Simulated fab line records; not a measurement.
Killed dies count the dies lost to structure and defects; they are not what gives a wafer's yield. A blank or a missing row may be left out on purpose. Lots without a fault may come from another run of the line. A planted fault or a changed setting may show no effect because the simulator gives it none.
Lot-split experiment -- flow n5_finfet -- 21 wafers read across 7 lots, on a route 1938 steps long

THE SPLIT ITSELF
At N5_WELL_APT_EXPOSE_22 (exposes mask PWELL, defocus 0 nm, target cd 200 nm), the setting dose_mj was moved away from the recipe's 23.2 on 7 of the 21 wafers read, by -7.1% to +6.6%. This setting was run at the recipe's value on the other wafers.

FROM THE SPLIT TO THE READING: what the file shows between them, 3 steps
- N5_WELL_APT_PEB_23: peb time 90 s
- N5_WELL_APT_DEVELOP_24: develop time 45 s
- N5_WELL_APT_HARDBAKE_29: time 120 s

THE READING
Shown in nm: cd_nm at N5_WELL_APT_CD_MEAS_25, with target cd 200 nm. A value of 200.8 nm with a standard deviation of 2 nm is what fault-free wafers of this fab line usually give.

wafer,"tool, chamber at the split",dose_mj as run,against the recipe,"cd_nm, nm",against lot-mates on the recipe
L074.2,"krf_scanner-01, 0",23.2,recipe,198.3,-
L074.3,"krf_scanner-01, 0",21.76,-6.2%,189.7,-8.6
L074.5,"krf_scanner-01, 0",21.76,-6.2%,188.2,-10.1
L076.1,"krf_scanner-01, 0",23.2,recipe,199.9,-
L076.4,"krf_scanner-01, 0",23.2,recipe,200.2,-
L076.6,"krf_scanner-01, 0",24.26,+4.6%,206.2,+6.1
L077.1,"krf_scanner-01, 0",21.56,-7.1%,188.4,-13.6
L077.3,"krf_scanner-01, 0",21.56,-7.1%,186.9,-15.1
L077.5,"krf_scanner-01, 0",23.2,recipe,202.0,-
L082.2,"krf_scanner-02, 0",23.2,recipe,199.7,-
L082.3,"krf_scanner-02, 0",23.2,recipe,200.4,-
L082.6,"krf_scanner-02, 0",23.2,recipe,198.1,-
L086.1,"krf_scanner-01, 0",23.64,+1.9%,205.2,+5.4
L086.2,"krf_scanner-01, 0",23.2,recipe,197.8,-
L086.5,"krf_scanner-01, 0",23.2,recipe,201.8,-
L091.1,"krf_scanner-02, 0",23.2,recipe,197.3,-
L091.2,"krf_scanner-02, 0",23.2,recipe,199.3,-
L091.6,"krf_scanner-02, 0",23.2,recipe,199.1,-
L097.1,"krf_scanner-01, 0",24.73,+6.6%,210.4,+10.2
L097.4,"krf_scanner-01, 0",23.2,recipe,198.8,-
L097.5,"krf_scanner-01, 0",23.2,recipe,201.5,-

THE FIT
A straight line over all 21 wafers: cd_nm changes by +1.69 nm for each +1% of dose_mj; r = +0.97; the points scatter about the line by 1.4 nm.
The same after taking each lot's own level away (the mean of its wafers on the recipe; 21 wafers): +1.73 nm for each +1%; r = +0.97; scatter 1.5 nm.
According to that fit, moving dose_mj by its largest amount changes the reading by 12 nm.
The lots' own levels span 198.30 to 202.00 nm, that is 1.8 times the standard deviation above.
The two slopes agree, so the slope changes little with the lot-to-lot level.
Check: with one of the wafers moved furthest among these (-7.1%) left out of the fit, the line predicts -12 nm for it against its lot-mates. It came out at -13.6 nm against them.

OTHER SPLITS APPLIED TO THESE WAFERS
Before the reading, these wafers also passed through other splits. Each is held against what the fit with the lots' levels taken away leaves over:
other split on the same wafers,wafers away from the commonest value,r with cd_nm (lot level and that fit taken away)
N5_ZERO_LAYER_PECVD_02 time_s,7,+0.32
N5_ZERO_LAYER_COAT_05 spin_rpm,6,-0.01

THE WHOLE CHAIN: every reading that the file lists as answering this split, in the file's order
step,what it does,reading,change (the file's fit),r (the file's)
N5_WELL_APT_CD_MEAS_25,target cd 200 nm,cd_nm,+1.7 nm for each +1% of the setting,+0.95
N5_WELL_APT_DESCUM_30,"chemistry O2, time 7.9 s","WELL_APT.cd_nm (the simulator's own value, which no gauge read)",+1.72 nm for each +1% of the setting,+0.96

THE FILE'S OWN FIT
cd_nm changes by +1.7 nm for each +1% of dose_mj, r = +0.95.
